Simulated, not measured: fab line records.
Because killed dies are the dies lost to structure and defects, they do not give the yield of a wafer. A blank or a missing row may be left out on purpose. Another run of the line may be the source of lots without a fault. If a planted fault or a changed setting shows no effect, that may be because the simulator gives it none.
Chamber matching ; flow nand-harc ; NHARC_A_CHANNEL_FILL_D2_CMP_10 on cmp-04: 4 sister chambers
The step polishes, target thk 150 nm. 8 wafers are shown with their chamber, then 12 later ones without.

== EACH WAFER AND ITS CHAMBER ==
wafer;chamber;motor-current-A (A);time-to-endpoint-s (s)
L088.5;0;9.5;19.0
L088.6;1;11.5;16.0
L089.2;3;12.2;15.0
L089.3;2;9.9;11.5
L089.5;0;9.4;14.9
L090.1;2;10.1;14.7
L090.2;3;11.6;13.4
L090.5;1;11.3;12.5

== WAFERS WHOSE CHAMBER IS MISSING ==
wafer;motor-current-A (A);time-to-endpoint-s (s)
L091.2;11.7;12.9
L091.4;9.8;13.5
L091.5;11.5;14.1
L092.1;11.7;15.6
L092.2;10.4;14.4
L092.3;9.4;14.6
L094.3;11.7;13.0
L094.4;9.7;13.7
L094.5;11.1;10.8
L096.2;10.5;12.6
L096.4;11.8;14.7
L096.6;11.1;15.4

== THE CHAMBER EACH PASSED THROUGH ==
wafer;from the rows above;in truth
L091.2;can't be placed: 3 or 1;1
L091.4;can't be placed: 2 or 0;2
L091.5;can't be placed: 1 or 3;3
L092.1;can't be placed: 3 or 1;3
L092.2;2;2
L092.3;can't be placed: 0 or 2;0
L094.3;can't be placed: 3 or 1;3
L094.4;can't be placed: 2 or 0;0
L094.5;can't be placed: 1 or 3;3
L096.2;can't be placed: 2 or 1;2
L096.4;can't be placed: 3 or 1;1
L096.6;1;1
2 of 12 placed correctly. From these rows, 10 cannot be placed; in 10 the true chamber is one of the candidates. Wrongly placed: 0.
How it was worked out, from the rows above alone: a wafer's distance from a chamber is the root of the sum, over the readings, of the square of ((its reading less the chamber's mean) divided by the reading's scatter). If the next closest chamber is less than 2 further off than the closest, the wafer can't be placed; otherwise it belongs to the closest. A chamber's mean is the mean of its shown wafers. The scatter: the root of (the sum of the squares of (reading less its chamber's mean) over the shown wafers, divided by (wafers less chambers)).
